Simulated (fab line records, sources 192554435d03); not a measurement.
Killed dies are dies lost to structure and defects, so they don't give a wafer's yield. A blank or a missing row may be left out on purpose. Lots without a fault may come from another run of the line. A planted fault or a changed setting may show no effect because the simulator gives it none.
Chamber matching | flow n5_finfet | N5_GATE_CUT_PECVD_57 on pecvd-02: 3 sister chambers
The step deposits SiNx from SiH4/NH3/N2, target thk 21 nm. 3 wafers are shown with their chamber, then 11 later ones without.

WAFERS WITH THEIR CHAMBER
wafer  | chamber | throttle_valve_pct (%)
L089.1 | 1       | 42.3
L089.6 | 2       | 42.6
L090.1 | 0       | 39.8

WAFERS WITHOUT THEIR CHAMBER
wafer  | throttle_valve_pct (%)
L090.5 | 42.6
L090.6 | 39.9
L092.1 | 42.3
L092.3 | 42.7
L092.4 | 42.4
L093.2 | 40.3
L093.4 | 40.2
L093.5 | 42.0
L095.3 | 42.1
L095.4 | 40.2
L095.6 | 40.0

WHICH CHAMBER EACH WENT THROUGH
wafer  | from the rows above     | in truth
L090.5 | can't be placed: 2 or 1 | 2
L090.6 | 0                       | 0
L092.1 | can't be placed: 1 or 2 | 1
L092.3 | can't be placed: 2 or 1 | 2
L092.4 | can't be placed: 1 or 2 | 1
L093.2 | 0                       | 0
L093.4 | 0                       | 0
L093.5 | can't be placed: 1 or 2 | 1
L095.3 | can't be placed: 1 or 2 | 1
L095.4 | 0                       | 0
L095.6 | 0                       | 0
Placed correctly: 5 of 11. Can't be placed from these rows: 6 (the true chamber is among the candidates in 6). Placed wrongly: 0.
How it was worked out, from the rows above alone: a wafer's distance from a chamber is the root of the sum, over the readings, of the square of ((its reading less the chamber's mean) divided by the reading's scatter). The wafer belongs to the nearest chamber; if the next one is less than 2 further off, it can't be placed. A chamber's mean is the mean of its shown wafers. The scatter: with one shown wafer a chamber, the root of the mean of the squares of how far each hidden wafer lies from its nearest shown one.
